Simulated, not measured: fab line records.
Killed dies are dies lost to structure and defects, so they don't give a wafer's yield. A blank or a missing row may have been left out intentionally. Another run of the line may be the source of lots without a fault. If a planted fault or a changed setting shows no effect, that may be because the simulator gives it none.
fab line records	flow n5-finfet
[record] lots = 7	wafers = 21
route steps=1938 shown BEOL_M11@1543 BEOL_M13@1693 BEOL_M15@1773 PAD_METAL@1896
start-h: hours from the record's opening day to when the first of the lot's shown wafers began	wait-h: how many hours have passed since the lot's step before this one	" same as the row above	L1.1+2: a single row standing in for several wafers	- either no value or no given start	* or withheld: withheld	< > ~ a bound
route shown NAME@n: names a module that has steps shown in the file, with the first one's number in the route	usual: mean/standard deviation taken from wafers without a fault	same: alike in all rows	chamber/n: place in a boat	sites: readings site by site	_std_site: the standard deviation of these	_edge_site: the outer-site mean with the inner-site mean subtracted	radius-mm: how far each site lies from the wafer's centre	mask NAME#n: copy n	behind: the last tool/chamber to shape the wafer	hold: the reason the lot was held/the length of the hold in hours/how it ended	device: whichever transistor did not switch (one of n, p or np)	end of line: tests of these same wafers at the route's end	a step with no rows: only its recipe	killed: not the wafer's yield, but the dies lost to structure and defects at the first sort	map: shows each die of a wafer: x if killed, . if not, _ if none is there
set.NAME: setting as actually run; set.NAME@STEP: the setting as run at that earlier step	model.NAME: the simulator's own value behind a step, which no gauge read
lots with deliberately changed settings; one table per step, one row per wafer
[[steps]]
[step N5_BEOL_M11_COAT_05]
[recipe] resist = CAR-ArF	spin-rpm = 1500	resist-thk-nm = 90
lot.wafer	tool	chamber	start-h	wait-h	set.spin-rpm
L074.1+3+5	litho-track-03	0	-	-	1500
L078.2+3+6	litho-track-03	0	-	-	1500
L086.2+4+6	litho-track-03	0	-	-	1500
L088.3+5	litho-track-02	0	-	-	1390
L088.6	"	0	"	"	1500
L090.2+4+6	litho-track-01	0	-	-	1500
L091.2+4+6	litho-track-02	0	-	-	1500
L095.1+3+5	litho-track-02	0	-	-	1332
[step N5_BEOL_M11_EBR_07]
[recipe] solvent = PGMEA	ebr-width-mm = 1.5
[step N5_BEOL_M11_SOFTBAKE_06]
[recipe] temp-c = 110	time-s = 60	resist = CAR-ArF
[step N5_BEOL_M11_DESCUM_16]
[recipe] chemistry = O2	time-s = 7.9	source-power-w = 50	bias-power-w = 20	pressure-mtorr = 20	rf-frequency-hz = 2.712e+07	temp-c = 40	resist = CAR-ArF	o2-flow-sccm = 225
[step N5_BEOL_M11_ETCH_61]
[recipe] chemistry = CF4	target = SiARC	target-depth-a = 390	mask-material = CAR-ArF	time-s = 65	ion-energy-ev = 80	pressure-mtorr = 40	source-w = 545	bias-w = 36	Ar_flow_sccm = 100	cf4-flow-sccm = 100	ends = cleared
[step N5_BEOL_M11_ETCH_62]
[recipe] chemistry = N2/H2	target = SOC	target-depth-a = 1100	overetch-a = 220	mask-material = SiARC	temp-c = 40	time-s = 165	ion-energy-ev = 200	pressure-mtorr = 30	source-w = 840	bias-w = 150	n2-flow-sccm = 200	h2-flow-sccm = 200
lot.wafer	tool	chamber	start-h	wait-h	set.spin-rpm@BEOL_M11_COAT_59	model.etch.depth-nm
L074.1	rie-diel-03	3	244.26	0.0	1559	98.17
L074.3	"	0	"	"	1500	100
L074.5	"	3	"	"	1559	98.21
L078.2	rie-diel-01	1	262.39	0.0	1500	99.75
L078.3	"	0	"	"	1500	99.74
L078.6	"	3	"	"	1500	99.86
L086.2	rie-diel-01	3	314.25	0.0	1605	96.56
L086.4+6	"	0,2	"	"	1500	100.1
L088.3	rie-diel-03	2	324.19	0.0	1583	96.68
L088.5	"	3	"	"	1583	97.07
L088.6	"	0	"	"	1583	96.85
L090.2	rie-diel-03	1	331.30	0.0	1575	97.79
L090.4	"	2	"	"	1500	99.96
L090.6	"	1	"	"	1575	97.89
L091.2	rie-diel-01	0	345.78	0.0	1500	99.97
L091.4	"	2	"	"	1407	103.5
L091.6	"	1	"	"	1500	100.1
L095.1	rie-diel-04	0	367.44	0.0	1589	96.91
L095.3	"	1	"	"	1589	97.07
L095.5	"	0	"	"	1500	100
[step N5_BEOL_M11_STRIP_68]
[recipe] chemistry = N2/H2	temp-c = 40	n2-flow-sccm = 200	h2-flow-sccm = 200	rf-frequency-hz = 6e+07
[step N5_BEOL_M11_STRIP_67]
[recipe] chemistry = CF4	resist = SiARC	power-w = 300	bias-power-w = 75	pressure-mtorr = 50	cf4-flow-sccm = 150	rf-frequency-hz = 6e+07
[step N5_BEOL_M11_HM_OPEN_17]
[recipe] chemistry = Cl2/BCl3	target-depth-a = 200	overetch-a = 60	target = TiN	mask-material = SOC	ion-energy-ev = 150	pressure-mtorr = 10	icp-w = 1000	bias-w = 126	Cl2_flow_sccm = 53.25	bcl3-flow-sccm = 21.75	Ar_flow_sccm = 25
lot.wafer	tool	chamber	start-h	wait-h	set.spin-rpm@BEOL_M11_COAT_59	model.SOC_of_BEOL_M11_COAT_59.thk-nm
L074.1	rie-metal-02	1	244.45	0.0	1559	90.2
L074.3	"	0	"	"	1500	91.8
L074.5	"	0	"	"	1559	90
L078.2+3+6	rie-metal-02	0	262.58	0.0	1500	91.6
L086.2	rie-metal-02	0	314.44	0.0	1605	88.4
L086.4+6	"	0,1	"	"	1500	92
L088.3	rie-metal-01	0	324.40	0.1	1583	89
L088.5	"	1	"	"	1583	89.4
L088.6	"	0	"	"	1583	89.2
L090.2	rie-metal-02	1	331.52	0.1	1575	89.8
L090.4	"	1	"	"	1500	92
L090.6	"	1	"	"	1575	90
L091.2+6	rie-metal-03	1	345.97	0.0	1500	92.2
L091.4	"	1	"	"	1407	95.6
L095.1+3	rie-metal-02	0	367.62	0.0	1589	88.8
L095.5	"	0	"	"	1500	92
[step N5_BEOL_M11_ETCH_41]
[recipe] chemistry = CH3F/O2	target = SiCN	target-depth-a = 426	taper-deg = 2	time-s = 86	ion-energy-ev = 120	mask-material = TiN	pressure-mtorr = 30	source-w = 395	bias-w = 75	Ar_flow_sccm = 150	CH3F_flow_sccm = 30	O2_flow_sccm = 20
lot.wafer	tool	chamber	start-h	wait-h	set.time-s	model.etch.depth-nm
L074.1	rie-diel-03	3	-	-	98.22	37.44
L074.3	"	1	"	"	98.22	36.87
L074.5	"	3	"	"	86	32.4
L078.2	rie-diel-03	2	-	-	86	32.97
L078.3	"	0	"	"	86	32.58
L078.6	"	0	"	"	86	32.55
L086.2	rie-diel-01	1	-	-	86	33.13
L086.4	"	3	"	"	86	31.51
L086.6	"	0	"	"	86	31.87
L088.3	rie-diel-01	3	-	-	86	31.8
L088.5	"	0	"	"	86	31.61
L088.6	"	3	"	"	86	31.73
L090.2	rie-diel-01	3	-	-	86	31.43
L090.4	"	1	"	"	86	33.07
L090.6	"	3	"	"	86	31.34
L091.2	rie-diel-04	1	-	-	70.1	26.88
L091.4	"	2	"	"	70.1	26.66
L091.6	"	3	"	"	86	32.55
L095.1	rie-diel-04	0	-	-	86	32.27
L095.3	"	1	"	"	86	33.2
L095.5	"	3	"	"	86	32.74
[step N5_BEOL_M11_CURE_72]
[recipe] temp-c = 370	time-s = 120	ambient = DMADMS/He	material = SiCOH_lowk
[usual] lamp-power-pct = 52.31/0.054
lot.wafer	tool	chamber	start-h	wait-h	set.time-s	lamp-power-pct
L074.1	uv-cure-02	2	248.69	0.0	120	52.27
L074.3	"	2	"	"	120	52.19
L074.5	"	2	"	"	120	52.35
L078.2	uv-cure-01	1	264.80	0.1	120	52.25
L078.3	"	1	"	"	120	52.36
L078.6	"	1	"	"	120	52.31
L086.2	uv-cure-02	0	318.99	0.1	131.5	51.80
L086.4	"	0	"	"	131.5	51.78
L086.6	"	0	"	"	120	52.35
L088.3	uv-cure-01	0	326.86	0.2	120	52.38
L088.5	"	0	"	"	142.7	51.32
L088.6	"	0	"	"	120	52.35
L090.2	uv-cure-01	0	334.13	0.1	120	52.33
L090.4	"	0	"	"	120	52.24
L090.6	"	0	"	"	120	52.28
L091.2	uv-cure-01	2	349.40	0.3	144	51.27
L091.4	"	2	"	"	120	52.37
L091.6	"	2	"	"	144	51.29
L095.1	uv-cure-03	0	369.02	0.0	96.89	52.23
L095.3	"	0	"	"	120	52.25
L095.5	"	0	"	"	120	52.25
[step N5_BEOL_M13_ETCH_67]
[recipe] chemistry = CF4	target = SiARC	target-depth-a = 1430	time-s = 238.3	ion-energy-ev = 80	pressure-mtorr = 40	source-w = 545	bias-w = 36	Ar_flow_sccm = 100	cf4-flow-sccm = 100	ends = cleared
[usual] rf-vpp-V = 184.2/1.2
lot.wafer	tool	chamber	start-h	wait-h	set.bias-w	rf-vpp-V
L074.1	rie-diel-03	3	263.33	0.0	33.15	173.8
L074.3	"	0	"	"	36	184.8
L074.5	"	3	"	"	33.15	175.1
L078.2	rie-diel-01	3	273.53	0.0	36	182.9
L078.3	"	2	"	"	36	185.4
L078.6	"	3	"	"	36	182.6
L086.2	rie-diel-04	3	331.68	0.0	33.78	175.8
L086.4	"	1	"	"	36	182.5
L086.6	"	1	"	"	36	184.4
L088.3	rie-diel-04	0	341.39	0.0	36	184.3
L088.5	"	2	"	"	36	185.4
L088.6	"	3	"	"	36	184.2
L090.2	rie-diel-01	2	342.55	0.0	36	185.8
L090.4	"	1	"	"	40.87	197.6
L090.6	"	1	"	"	40.87	197.0
L091.2	rie-diel-04	3	361.73	0.0	36	185.3
L091.4	"	0	"	"	36	183.5
L091.6	"	2	"	"	36	186.2
L095.1	rie-diel-04	3	382.43	0.0	29.62	162.6
L095.3	"	1	"	"	36	182.4
L095.5	"	2	"	"	36	185.3
[step N5_BEOL_M13_SPUTTER_43]
[recipe] material = TaN	target-thk-a = 150	temp-c = 50	bias-v = 168.6	power-w = 15000	chamber-pressure-pa = 0.12	time-s = 24.19
lot.wafer	tool	chamber	start-h	wait-h	set.time-s	model.TaN_of_BEOL_M13_SPUTTER_43.thk-nm
L074.1	pvd-sputter-02	-	267.86	0.0	21.28	13
L074.3	"	-	"	"	24.19	14.8
L074.5	"	-	"	"	21.28	13.4
L078.2	pvd-sputter-01	-	276.96	0.0	24.19	15.4
L078.3+6	"	-	"	"	24.19	15
L086.2	pvd-sputter-03	-	335.20	0.0	22.05	13.6
L086.4	"	-	"	"	22.05	13.4
L086.6	"	-	"	"	24.19	15
L088.3+6	pvd-sputter-01	-	345.43	0.0	24.19	14.8
L088.5	"	-	"	"	24.19	15
L090.2	pvd-sputter-03	-	345.93	0.0	26.38	16.8
L090.4+6	"	-	"	"	24.19	15.4
L091.2	pvd-sputter-02	-	363.97	0.0	24.19	15
L091.4	"	-	"	"	24.19	14.8
L091.6	"	-	"	"	20.76	12.8
L095.1	pvd-sputter-01	-	385.69	0.0	20.59	12.2
L095.3	"	-	"	"	24.19	14.8
L095.5	"	-	"	"	20.59	12.6
[step N5_BEOL_M15_ILD_DEP_00]
[recipe] material = SiO2	target-thk-a = 16293	temp-c = 400	precursor = TEOS/O2	pressure-torr = 6.5	rf-w = 900	teos-flow-sccm = 161.4	gas = O2	flow-sccm = 2650	time-s = 346.1
lot.wafer	tool	chamber	start-h	wait-h	set.time-s	model.SiO2_of_BEOL_M15_ILD_DEP_00.thk-nm
L074.1	pecvd-04	1	274.75	0.0	346.1	1610
L074.3	"	0	"	"	346.1	1645
L074.5	"	1	"	"	332.2	1575
L078.2	pecvd-01	1	282.90	0.0	346.1	1617
L078.3	"	2	"	"	346.1	1588
L078.6	"	1	"	"	346.1	1621
L086.2	pecvd-04	0	346.65	0.0	330	1546
L086.4	"	0	"	"	346.1	1645
L086.6	"	2	"	"	346.1	1652
L088.3	pecvd-01	0	351.45	0.0	346.1	1640
L088.5	"	0	"	"	346.1	1668
L088.6	"	2	"	"	346.1	1614
L090.2	pecvd-04	1	353.61	0.0	346.1	1609
L090.4	"	1	"	"	346.1	1636
L090.6	"	0	"	"	392.6	1885
L091.2	pecvd-04	0	372.41	0.0	346.1	1647
L091.4	"	2	"	"	346.1	1677
L091.6	"	0	"	"	346.1	1689
L095.1	pecvd-04	2	392.56	0.0	346.1	1612
L095.3	"	2	"	"	346.1	1631
L095.5	"	2	"	"	322.9	1527
[step N5_BEOL_M15_THK_MEAS_01]
[recipe] reads = SiO2_of_BEOL_M15_ILD_DEP_00
[usual] M15_ILD_THK = 1627/32
lot.wafer	tool	chamber	start-h	wait-h	set.time-s@BEOL_M15_ILD_DEP_00	M15_ILD_THK[nm]
L074.1	film-metro-01	-	275.00	0.1	346.1	1611
L074.3	"	-	"	"	346.1	1644
L074.5	"	-	"	"	332.2	1574
L078.2	film-metro-01	-	283.15	0.1	346.1	1617
L078.3	"	-	"	"	346.1	1588
L078.6	"	-	"	"	346.1	1621
L086.2	film-metro-01	-	346.90	0.1	330	1546
L086.4	"	-	"	"	346.1	1644
L086.6	"	-	"	"	346.1	1652
L088.3	film-metro-01	-	351.70	0.1	346.1	1639
L088.5	"	-	"	"	346.1	1668
L088.6	"	-	"	"	346.1	1615
L090.2	film-metro-01	-	353.86	0.1	346.1	1610
L090.4	"	-	"	"	346.1	1636
L090.6	"	-	"	"	392.6	1886
L091.2	film-metro-01	-	372.67	0.2	346.1	1646
L091.4	"	-	"	"	346.1	1677
L091.6	"	-	"	"	346.1	1689
L095.1	film-metro-02	-	392.92	0.2	346.1	1612
L095.3	"	-	"	"	346.1	1630
L095.5	"	-	"	"	322.9	1526
[step N5_BEOL_M15_COAT_58]
[recipe] resist = BARC	temp-c = 205	time-s = 60	spin-rpm = 1500	resist-thk-nm = 89
[step N5_BEOL_M15_COAT_04]
[recipe] spin-rpm = 1704	resist-thk-nm = 800
[step N5_BEOL_M15_DESCUM_15]
[recipe] chemistry = O2	time-s = 7.9	source-power-w = 50	bias-power-w = 20	pressure-mtorr = 20	rf-frequency-hz = 2.712e+07	temp-c = 40	o2-flow-sccm = 225
[step N5_BEOL_M15_ETCH_59]
[recipe] chemistry = N2/H2	target = BARC	target-depth-a = 890	overetch-a = 267	time-s = 67.9	ion-energy-ev = 200	pressure-mtorr = 30	source-w = 840	bias-w = 150	n2-flow-sccm = 200	h2-flow-sccm = 200
[step N5_BEOL_M15_VIA_ETCH_16]
[recipe] chemistry = C4F8/O2/Ar	target = SiO2	he-inner-torr = 15	he-outer-torr = 30	target-depth-a = 17922	time-s = withheld	ion-energy-ev = 800	pressure-mtorr = 20	source-w = 1905	bias-w = 2040	Ar_flow_sccm = 400	C4F8_flow_sccm = 16	O2_flow_sccm = 12	ends = cleared
lot.wafer	tool	chamber	start-h	wait-h	set.time-s@BEOL_M15_ILD_DEP_00	model.etch.depth-nm	model.coat_of_BEOL_M15_COAT_04.thk-nm
L074.1	rie-diel-03	2	275.49	0.0	*	1610	328.6
L074.3	"	1	"	"	*	1645	337.4
L074.5	"	3	"	"	*	1575	346.6
L078.2	rie-diel-03	0	283.74	0.0	*	1617	329.8
L078.3	"	2	"	"	*	1588	335.2
L078.6	"	3	"	"	*	1621	337.8
L086.2	rie-diel-04	3	347.50	0.0	*	1546	356.6
L086.4	"	2	"	"	*	1645	333
L086.6	"	1	"	"	*	1652	321
L088.3	rie-diel-03	1	352.18	0.0	*	1640	336.2
L088.5	"	1	"	"	*	1668	331.2
L088.6	"	2	"	"	*	1614	328.6
L090.2	rie-diel-01	0	354.35	0.0	*	1609	332.4
L090.4	"	2	"	"	*	1636	325.4
L090.6	"	0	"	"	*	1885	267
L091.2	rie-diel-03	1	373.76	0.0	*	1647	339.6
L091.4	"	2	"	"	*	1677	315.4
L091.6	"	2	"	"	*	1689	313.2
L095.1	rie-diel-03	2	393.39	0.0	*	1612	331
L095.3	"	3	"	"	*	1631	330.4
L095.5	"	3	"	"	*	1527	357.2
[step N5_BEOL_M15_PEB_26]
[recipe] peb-temp-c = 130	peb-time-s = 90
lot.wafer	tool	chamber	start-h	wait-h	set.peb-temp-c
L074.1	litho-track-02	0	276.87	0.1	127.1
L074.3+5	"	0	"	"	130
L078.2+3+6	litho-track-05	0	284.91	0.0	130
L086.2+4+6	litho-track-05	0	348.68	0.0	130
L088.3+5	litho-track-05	0	353.78	0.0	130
L088.6	"	0	"	"	132.4
L090.2+4+6	litho-track-02	0	355.55	0.0	130
L091.2	litho-track-02	0	375.10	0.0	130
L091.4+6	"	0	"	"	133.4
L095.1+3	litho-track-02	0	394.57	0.1	130
L095.5	"	0	"	"	126.4
[step N5_BEOL_M15_DEVELOP_27]
[recipe] develop-time-s = 45	rinse-liquid = diw	dry = air-spin	dev-temp-c = 21
[step N5_BEOL_M15_HARDBAKE_32]
[recipe] temp-c = 130	time-s = 120
[step N5_BEOL_M15_CD_MEAS_28]
[recipe] target-cd-nm = 407.6	landing-energy-ev = 500	detector = se-inlens
[usual] cd-nm = 408.1/1.9
lot.wafer	tool	chamber	start-h	wait-h	set.peb-temp-c@BEOL_M15_PEB_26	cd-nm
L074.1	cd-sem-03	0	276.99	-	127.1	392.3
L074.3	"	0	"	"	130	407.1
L074.5	"	0	"	"	130	409.7
L078.2	cd-sem-01	0	285.02	-	130	406.0
L078.3	"	0	"	"	130	410.4
L078.6	"	0	"	"	130	407.6
L086.2	cd-sem-01	0	348.79	-	130	408.0
L086.4	"	0	"	"	130	407.5
L086.6	"	0	"	"	130	409.3
L088.3	cd-sem-01	0	353.89	-	130	404.4
L088.5	"	0	"	"	130	404.0
L088.6	"	0	"	"	132.4	416.8
L090.2	cd-sem-02	0	355.67	-	130	407.6
L090.4	"	0	"	"	130	409.4
L090.6	"	0	"	"	130	407.2
L091.2	cd-sem-03	0	375.21	-	130	409.4
L091.4	"	0	"	"	133.4	424.4
L091.6	"	0	"	"	133.4	423.2
L095.1	cd-sem-01	0	394.68	-	130	405.5
L095.3	"	0	"	"	130	408.2
L095.5	"	0	"	"	126.4	390.0
[step N5_BEOL_M15_DESCUM_33]
[recipe] chemistry = O2	time-s = 7.9	source-power-w = 50	bias-power-w = 20	pressure-mtorr = 20	rf-frequency-hz = 2.712e+07	temp-c = 40	o2-flow-sccm = 225
lot.wafer	tool	chamber	start-h	wait-h	set.peb-temp-c@BEOL_M15_PEB_26	model.BEOL_M15.cd-nm
L074.1	rie-diel-03	0	277.08	0.0	127.1	392.2
L074.3	"	1	"	"	130	407.2
L074.5	"	2	"	"	130	409.6
L078.2	rie-diel-03	3	285.11	0.0	130	405.8
L078.3	"	1	"	"	130	410
L078.6	"	0	"	"	130	407.4
L086.2	rie-diel-04	2	348.96	0.1	130	408
L086.4	"	3	"	"	130	407.6
L086.6	"	2	"	"	130	409
L088.3	rie-diel-04	3	353.98	0.0	130	404.4
L088.5	"	1	"	"	130	403.8
L088.6	"	2	"	"	132.4	416.4
L090.2	rie-diel-01	3	355.78	0.1	130	407.6
L090.4	"	0	"	"	130	409.4
L090.6	"	2	"	"	130	407
L091.2	rie-diel-01	2	375.30	0.0	130	409.6
L091.4	"	2	"	"	133.4	424.8
L091.6	"	0	"	"	133.4	422.8
L095.1	rie-diel-03	0	394.95	0.2	130	405.8
L095.3	"	2	"	"	130	408.6
L095.5	"	3	"	"	126.4	390.4
[step N5_BEOL_M15_ETCH_61]
[recipe] chemistry = N2/H2	target = BARC	target-depth-a = 890	overetch-a = 267	time-s = 67.9	ion-energy-ev = 200	pressure-mtorr = 30	source-w = 840	bias-w = 150	n2-flow-sccm = 200	h2-flow-sccm = 200
lot.wafer	tool	chamber	start-h	wait-h	set.peb-temp-c@BEOL_M15_PEB_26	model.BEOL_M15.cd-nm
L074.1	rie-diel-03	0	277.11	0.0	127.1	384.8
L074.3	"	1	"	"	130	398.6
L074.5	"	2	"	"	130	401
L078.2	rie-diel-03	3	285.14	0.0	130	399.6
L078.3	"	1	"	"	130	402.6
L078.6	"	0	"	"	130	400.6
L086.2	rie-diel-04	2	349.00	0.0	130	402.4
L086.4	"	3	"	"	130	398.8
L086.6	"	2	"	"	130	403.2
L088.3+5	rie-diel-04	3,1	354.02	0.0	130	396.2
L088.6	"	2	"	"	132.4	409.8
L090.2	rie-diel-01	3	355.81	0.0	130	401.6
L090.4	"	0	"	"	130	400.2
L090.6	"	2	"	"	130	400.8
L091.2	rie-diel-01	2	375.34	0.0	130	403
L091.4	"	2	"	"	133.4	418
L091.6	"	0	"	"	133.4	413
L095.1	rie-diel-03	0	394.98	0.0	130	397.6
L095.3	"	2	"	"	130	399.2
L095.5	"	3	"	"	126.4	383
[step N5_BEOL_M15_TRENCH_ETCH_34]
[recipe] chemistry = C4F8/O2/Ar	target = SiO2	target-depth-a = 8729.3	he-inner-torr = 15	he-outer-torr = 30	time-s = 199	ion-energy-ev = 800	pressure-mtorr = 20	source-w = 1905	bias-w = 2040	Ar_flow_sccm = 400	C4F8_flow_sccm = 16	O2_flow_sccm = 12
lot.wafer	tool	chamber	start-h	wait-h	set.peb-temp-c@BEOL_M15_PEB_26	model.BEOL_M15.cd-nm
L074.1	rie-diel-03	0	277.16	0.0	127.1	384.6
L074.3	"	1	"	"	130	398.8
L074.5	"	2	"	"	130	400.2
L078.2	rie-diel-03	3	285.20	0.0	130	399
L078.3	"	1	"	"	130	402
L078.6	"	0	"	"	130	400.2
L086.2	rie-diel-04	2	349.05	0.0	130	401.2
L086.4	"	3	"	"	130	399
L086.6	"	2	"	"	130	402
L088.3	rie-diel-04	3	354.07	0.0	130	396.6
L088.5	"	1	"	"	130	397
L088.6	"	2	"	"	132.4	408.8
L090.2	rie-diel-01	3	355.87	0.0	130	402.2
L090.4	"	0	"	"	130	399.8
L090.6	"	2	"	"	130	402
L091.2	rie-diel-01	2	375.39	0.0	130	404
L091.4	"	2	"	"	133.4	418.8
L091.6	"	0	"	"	133.4	412.4
L095.1	rie-diel-03	0	395.03	0.0	130	397.2
L095.3	"	2	"	"	130	399.2
L095.5	"	3	"	"	126.4	383.8
[step N5_PASSIVATION_AL_DEP_21]
[recipe] material = Al	target-thk-a = 28000	temp-c = 400	time-s = 170	power-w = 30000	chamber-pressure-pa = 0.4	gas = Ar
lot.wafer	tool	chamber	start-h	wait-h	set.time-s	model.Al_of_PASSIVATION_AL_DEP_21.thk-nm
L074.1	pvd-sputter-01	-	293.97	0.1	170	2804
L074.3	"	-	"	"	170	2786
L074.5	"	-	"	"	170	2794
L078.2	pvd-sputter-02	-	306.12	0.1	170	2816
L078.3	"	-	"	"	170	2862
L078.6	"	-	"	"	170	2847
L086.2+4	pvd-sputter-01	-	363.01	0.1	170	2798
L086.6	"	-	"	"	170	2761
L088.3	pvd-sputter-02	-	367.95	0.1	176.9	2969
L088.5	"	-	"	"	170	2848
L088.6	"	-	"	"	170	2802
L090.2	pvd-sputter-02	-	368.77	0.1	184.8	3098
L090.4	"	-	"	"	170	2770
L090.6	"	-	"	"	184.8	3044
L091.2	pvd-sputter-02	-	390.15	0.1	162.7	2708
L091.4	"	-	"	"	162.7	2784
L091.6	"	-	"	"	170	2918
L095.1	pvd-sputter-01	-	405.98	0.1	192.2	3175
L095.3	"	-	"	"	192.2	3146
L095.5	"	-	"	"	170	2819
[[key]]
[split] step = N5_BEOL_M11_COAT_05	setting = spin-rpm	stated = 1500	by = wafer
response none clear
[split] step = N5_BEOL_M11_ETCH_41	setting = time-s	stated = 86	by = wafer
[response] step = N5_BEOL_M11_ETCH_41	reading = model.etch.depth-nm	change = +0.321	per = 1%	r = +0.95
[split] step = N5_BEOL_M11_CURE_72	setting = time-s	stated = 120	by = wafer
[response] step = N5_BEOL_M11_CURE_72	reading = lamp-power-pct	shape = bent	at-lowest = *	at-stated = *	at-highest = *
[split] step = N5_BEOL_M13_ETCH_67	setting = bias-w	stated = 36	by = wafer
[response] step = N5_BEOL_M13_ETCH_67	reading = rf-vpp-V	change = +1.11	per = 1%	r = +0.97
[split] step = N5_BEOL_M13_SPUTTER_43	setting = time-s	stated = 24.19	by = wafer
[response] step = N5_BEOL_M13_SPUTTER_43	reading = model.TaN_of_BEOL_M13_SPUTTER_43.thk-nm	change = +0.152	per = 1%	r = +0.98
[split] step = N5_BEOL_M15_ILD_DEP_00	setting = time-s	stated = 346.1	by = wafer
[response] step = N5_BEOL_M15_ILD_DEP_00	reading = model.SiO2_of_BEOL_M15_ILD_DEP_00.thk-nm	change = +18.4	per = 1%	r = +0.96
[response] step = N5_BEOL_M15_THK_MEAS_01	reading = M15_ILD_THK	change = +18.5	per = 1%	r = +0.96
[response] step = N5_BEOL_M15_VIA_ETCH_16	reading = model.etch.depth-nm	change = +18.4	per = 1%	r = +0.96
[response] step = N5_BEOL_M15_VIA_ETCH_16	reading = model.coat_of_BEOL_M15_COAT_04.thk-nm	change = -4.57	per = 1%	r = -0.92
[split] step = N5_BEOL_M15_PEB_26	setting = peb-temp-c	stated = 130	by = wafer
[response] step = N5_BEOL_M15_CD_MEAS_28	reading = cd-nm	change = +6.26	per = 1%	r = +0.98
[response] step = N5_BEOL_M15_DESCUM_33	reading = model.BEOL_M15.cd-nm	change = +6.22	per = 1%	r = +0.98
[response] step = N5_BEOL_M15_ETCH_61	reading = model.BEOL_M15.cd-nm	change = +5.85	per = 1%	r = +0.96
[response] step = N5_BEOL_M15_TRENCH_ETCH_34	reading = model.BEOL_M15.cd-nm	change = +5.49	per = 1%	r = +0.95
[split] step = N5_PASSIVATION_AL_DEP_21	setting = time-s	stated = 170	by = wafer
[response] step = N5_PASSIVATION_AL_DEP_21	reading = model.Al_of_PASSIVATION_AL_DEP_21.thk-nm	change = +29.9	per = 1%	r = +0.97
split outside-this-file step=N5_BEOL_M11_COAT_59 setting=spin-rpm
// split outside-this-file: this setting was split too, and the file shows its column; the key of that split is in another file
